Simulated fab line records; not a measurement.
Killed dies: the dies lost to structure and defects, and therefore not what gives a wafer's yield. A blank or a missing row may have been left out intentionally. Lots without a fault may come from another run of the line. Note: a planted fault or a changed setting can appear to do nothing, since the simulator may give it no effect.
Matching of chambers + flow n5 finfet + 4 sister chambers for N5_MOL_CONTACT_COAG_CMP_28 on cmp-01
The step polishes, stops on SiNx, t overpolish 0.85 s, target thk 14.522 nm. 4 wafers are shown with their chamber, then 11 later ones without.

WAFERS WITH THEIR CHAMBER
| wafer  | chamber | motor current A (A) |
|--------|---------|---------------------|
| L084.6 | 2       | 13.9                |
| L089.2 | 1       | 11.5                |
| L089.4 | 3       | 14.2                |
| L091.3 | 0       | 12.8                |

WAFERS WITH NO CHAMBER GIVEN
| wafer  | motor current A (A) |
|--------|---------------------|
| L091.4 | 11.9                |
| L091.5 | 12.6                |
| L092.4 | 13.0                |
| L092.5 | 13.1                |
| L092.6 | 12.9                |
| L093.1 | 11.9                |
| L093.4 | 12.9                |
| L093.5 | 12.4                |
| L094.1 | 13.9                |
| L094.2 | 12.5                |
| L094.4 | 12.5                |

THE CHAMBER EACH PASSED THROUGH
| wafer  | from the rows above     | in truth                   |
|--------|-------------------------|----------------------------|
| L091.4 | can't be placed: 1 or 0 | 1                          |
| L091.5 | 0                       | 0                          |
| L092.4 | 0                       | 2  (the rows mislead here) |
| L092.5 | can't be placed: 0 or 2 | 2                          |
| L092.6 | 0                       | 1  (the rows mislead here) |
| L093.1 | can't be placed: 1 or 0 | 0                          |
| L093.4 | 0                       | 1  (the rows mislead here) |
| L093.5 | can't be placed: 0 or 1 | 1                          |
| L094.1 | can't be placed: 2 or 3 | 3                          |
| L094.2 | 0                       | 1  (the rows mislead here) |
| L094.4 | 0                       | 0                          |
Placed correctly: 2 of 11. Unplaceable from these rows: 5, with the true chamber sitting among the candidates in 5. Number placed wrongly: 4.
How it was worked out, from the rows above alone: a wafer's distance from a chamber is the root of the sum, over the readings, of the square of ((its reading less the chamber's mean) divided by the reading's scatter). If the next closest chamber is less than 2 further off than the closest, the wafer can't be placed; otherwise it belongs to the closest. A chamber's mean is the mean of its shown wafers. The scatter: root of mean squared gap, hidden wafer to nearest shown wafer, with one shown wafer a chamber.
